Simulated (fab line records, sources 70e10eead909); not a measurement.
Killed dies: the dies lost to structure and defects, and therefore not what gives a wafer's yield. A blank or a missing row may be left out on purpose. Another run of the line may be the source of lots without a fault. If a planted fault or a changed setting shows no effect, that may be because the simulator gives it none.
One fault seen from 2 desks -- flow nand harc -- each desk holds nothing but its own numbers, with what lay behind them at the end

THE METROLOGY DESK
What the gauges read for every lot (on any tool): the sampled wafers with a number, averaged. The brackets show how far a lot's mean lies from the usual mean; more than 4 standard deviations puts the lot out of limits, marked OUT.
Columns: A = cd nm at NHARC_A_BONDPAD_CD_MEAS_09, usual 501.1 nm; B = overlay x nm at NHARC_A_BONDPAD_OVL_MEAS_35, usual 0 nm; C = overlay y nm at NHARC_A_BONDPAD_OVL_MEAS_35, usual -1 nm; D = cd nm at NHARC_A_BONDPAD_CD_MEAS_13, usual 500.5 nm
lot,first seen here,A,B,C,D
L726,day 18 09:46,501.0,3,-7,501.5
L724,day 18 10:33,501.1,-1,-7,500.7
L736,day 21 07:20,506.8,-3,-7,504.8
L741,day 22 06:41,501.8,6,-13,500.2
L744,day 23 05:08,501.3,8,2,501.0
Finding of this desk: none of the 5 lots has anything out of limits.

DESK OF THE TOOL OWNER: pvd sputter-01
The tool's own readings at NHARC_A_BONDPAD_PVD_17 (deposits TaN, target thk 5 nm, time 8.06 s): means of the sampled wafers that have a number, for each lot that ran on this tool. The brackets show how far a lot's mean lies from the usual mean; more than 4 standard deviations puts the lot out of limits, marked OUT.
Columns: A = bias v at NHARC_A_BONDPAD_PVD_17, usual 168.6 V; B = throttle valve pct at NHARC_A_BONDPAD_PVD_17, usual 30.1 %
lot,first seen here,A,B
L724,day 18 11:50,168.5,30.6
L736,day 21 08:38,168.1,30.1
Finding of this desk: none of the 2 lots has anything out of limits.

PUT TOGETHER
Metrology desk: nothing out of limits seen.
Nothing out of limits was seen by the tool owner's desk.

WHAT HAD BEEN PUT IN BY THE SIMULATOR
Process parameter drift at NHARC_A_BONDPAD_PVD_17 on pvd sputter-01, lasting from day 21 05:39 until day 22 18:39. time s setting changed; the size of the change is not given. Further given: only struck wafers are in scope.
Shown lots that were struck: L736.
